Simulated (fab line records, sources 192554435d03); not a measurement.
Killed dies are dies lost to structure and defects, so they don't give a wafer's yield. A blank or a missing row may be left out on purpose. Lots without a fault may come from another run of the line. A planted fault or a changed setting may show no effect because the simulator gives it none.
Chamber matching | flow n5_finfet | N5_BEOL_M4_DESCUM_33 on rie_diel-01: 4 sister chambers
The step chemistry O2, time 7 s. 4 wafers are shown with their chamber, then 12 later ones without.

WAFERS WITH THEIR CHAMBER
wafer  | chamber | throttle_valve_pct (%)
L084.5 | 3       | 20.13
L089.3 | 0       | 20.05
L088.1 | 1       | 20.51
L088.6 | 2       | 20.16

WAFERS WITHOUT THEIR CHAMBER
wafer  | throttle_valve_pct (%)
L092.3 | 20.55
L092.4 | 20.02
L092.5 | 20.17
L093.1 | 20.03
L093.2 | 20.53
L093.6 | 20.16
L095.2 | 20.03
L095.3 | 20.16
L095.6 | 20.15
L097.1 | 20.19
L097.2 | 20.05
L097.4 | 20.05

WHICH CHAMBER EACH WENT THROUGH
wafer  | from the rows above     | in truth
L092.3 | 1                       | 1
L092.4 | 0                       | 0
L092.5 | can't be placed: 2 or 3 | 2
L093.1 | 0                       | 0
L093.2 | 1                       | 1
L093.6 | can't be placed: 2 or 3 | 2
L095.2 | 0                       | 0
L095.3 | can't be placed: 2 or 3 | 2
L095.6 | can't be placed: 2 or 3 | 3
L097.1 | can't be placed: 2 or 3 | 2
L097.2 | 0                       | 0
L097.4 | 0                       | 0
Placed correctly: 7 of 12. Can't be placed from these rows: 5 (the true chamber is among the candidates in 5). Placed wrongly: 0.
How it was worked out, from the rows above alone: a wafer's distance from a chamber is the root of the sum, over the readings, of the square of ((its reading less the chamber's mean) divided by the reading's scatter). The wafer belongs to the nearest chamber; if the next one is less than 2 further off, it can't be placed. A chamber's mean is the mean of its shown wafers. The scatter: with one shown wafer a chamber, the root of the mean of the squares of how far each hidden wafer lies from its nearest shown one.
